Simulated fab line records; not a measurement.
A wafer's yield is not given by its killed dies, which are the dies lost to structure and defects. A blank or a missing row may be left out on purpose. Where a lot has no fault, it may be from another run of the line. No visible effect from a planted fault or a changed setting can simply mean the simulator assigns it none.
Problem report in the 8D (eight disciplines) form, filled by code | flow n5Finfet | the parts of the form that need people (team, actions taken, sign-off) are left out

## 1. THE ISSUE
Mean of susceptorTempC at N5_FIN_SAQP_ALD_61: 269.01 C across 6 wafers in 2 lots; on wafers with no fault it is 299.99 C (standard deviation 0.19). So: -99 or more standard deviations from the usual mean.
The step: deposits SiO2, target thk 4 nm, pulse time 1 s, purge time 2 s.
First observed at day 4 20:41: wafer L277.3, on aldSin-02. Wafers with a number at this step in the record: 31, from 11 lots. By rule, "out" or "out of limits" means more than 4 standard deviations away from the usual mean. All remaining wafers that have a number are taken as sound.

## 2. WHAT IT IS, WHAT IT ISN'T
question                    | is                     | is not
which readings at this step | susceptorTempC         | -
which lots                  | L277, L278             | L265, L266, L269, L271, L272, L283, L284, L286, L288
which wafers of those lots  | all that have a number | -
read on which tools         | aldSin-02              | aldSin-01, aldSin-03
when                        | from day 4 20:41       | up to then (14 sound wafers); but 11 sound wafers of L283, L284, L286, L288 came after

## 3. THE SUSPECTS, EACH WITH WHAT RULES IT OUT
Counting: any tool at a process step up to the reading is kept as a suspect provided that every lot that is out went through it and no sound lot did after the first of them.
- aldSin-02 at N5_FIN_SAQP_ALD_61 (deposits SiO2, target thk 4 nm, pulse time 1 s, purge time 2 s): ruled out as a lasting fault. Sound lots L288 ran on it after its first lot that is out, L277 (day 4 20:41).
Left after counting: nothing in the record.

## 4. THE CAUSE (what the simulator had put in)
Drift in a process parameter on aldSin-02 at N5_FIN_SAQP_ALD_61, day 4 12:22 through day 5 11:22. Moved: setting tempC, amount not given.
Counting ruled it out, wrongly.

## 5. THE EFFECT CHAIN, in route order
Each row: a reading where the mean over the struck wafers with a number is more than 3 standard deviations away from the usual. Readings are gone through only where the record gives a usual standard deviation; hours: the median, over the lots, of the time from a lot's start at the first step in this table giving one to that lot's start at this step; sigmas: the change measured in usual standard deviations.
hours | step               | reading        | usual    | on struck wafers | change | sigmas
0     | N5_FIN_SAQP_ALD_61 | susceptorTempC | 299.99 C | 269.01           | -30.98 | -99 or more
It contains these process steps:
- N5_FIN_SAQP_ALD_61: deposits SiO2, target thk 4 nm, pulse time 1 s, purge time 2 s.
Later steps that measure or inspect, where all struck wafers having a row at the step show a number for every such reading and not one has moved that far: N5_FIN_SAQP_THK_MEAS_05, N5_BEOL_M4_RC_MEAS_101.

## 6. WHAT WOULD HAVE CAUGHT IT SOONER
In this record no reading fell out of limits until day 4 20:41, 8 hours after the fault had begun at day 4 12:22.
